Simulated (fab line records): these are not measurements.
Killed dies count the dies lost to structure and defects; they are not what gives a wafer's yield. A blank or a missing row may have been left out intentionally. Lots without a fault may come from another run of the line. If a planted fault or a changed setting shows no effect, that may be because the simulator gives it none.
One fault through the eyes of 2 desks | flow nand-harc | every desk sees just its own numbers, and what lay behind them comes last

## THE DEFECT DESK
Per lot, the means of the sampled wafers with a number show what the inspections along the route counted. Marked OUT: a lot whose mean sits more than 4 standard deviations from the usual mean, which makes it out of limits; the brackets give that distance.
Columns: A = raw-defect-count at NHARC_A_BLC_INSPECT_28, usual 435
lot  | first seen here | A
L307 | day 18 17:50    | 336
L308 | day 18 18:49    | 475
L310 | day 18 19:41    | 535
L309 | day 18 20:01    | 367
L311 | day 18 22:56    | 447
L315 | day 20 02:41    | 484
L319 | day 21 06:37    | 284
L318 | day 21 20:38    | 6656 (+48) OUT
L323 | day 22 04:19    | 6686 (+48) OUT
L317 | day 22 07:07    | 6649 (+48) OUT
L325 | day 22 09:52    | 581
L326 | day 22 16:01    | 452
L329 | day 22 21:10    | 624
L327 | day 22 21:36    | 321
L328 | day 23 04:59    | 350
This desk's finding: out of limits on L317, L318, L323; first on L318, day 21 20:38 (raw-defect-count at NHARC_A_BLC_INSPECT_28). In limits: L307, L308, L310, L309, L311, L315, L319, L325, L326, L329, L327, L328.

## FOR THE TOOL OWNER'S DESK: cmp-01
The tool's own readings at NHARC_A_BLC_CMP_25 (polishes, t overpolish 30 s, target thk 150 nm): means of the sampled wafers that have a number, for each lot that ran on this tool. Marked OUT: a lot whose mean sits more than 4 standard deviations from the usual mean, which makes it out of limits; the brackets give that distance.
Columns: A = edge-zone-pressure-frac at NHARC_A_BLC_CMP_25, usual 1.000; B = motor-current-A at NHARC_A_BLC_CMP_25, usual 12.7 A; C = overpolish-run-s at NHARC_A_BLC_CMP_25, usual 30.001 s; D = time-to-endpoint-s at NHARC_A_BLC_CMP_25, usual 29.4 s
lot  | first seen here | A     | B    | C      | D
L307 | day 18 17:28    | 0.998 | 13.0 | 30.001 | 30.7
L309 | day 18 19:38    | 0.993 | 12.9 | 30.005 | 28.7
L319 | day 21 06:11    | 1.003 | 11.9 | 30.005 | 30.8
Result from this desk: across the 3 lots, nothing is out of limits.

## BROUGHT TOGETHER
The defect desk could have raised an alarm at day 21 20:38, on L317, L318, L323.
Nothing out of limits was seen by the tool owner's desk.
The tool owner's desk has no number on record for L317, L318, L323.
Of the lots named, all ran NHARC_A_BLC_CMP_25 on cmp-01.

## WHAT HAD BEEN PUT IN BY THE SIMULATOR
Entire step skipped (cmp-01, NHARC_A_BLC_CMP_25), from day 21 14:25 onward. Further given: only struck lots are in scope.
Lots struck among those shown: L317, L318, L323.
Hours from the fault's start to each desk's first reading out of limits: the defect desk, 6.
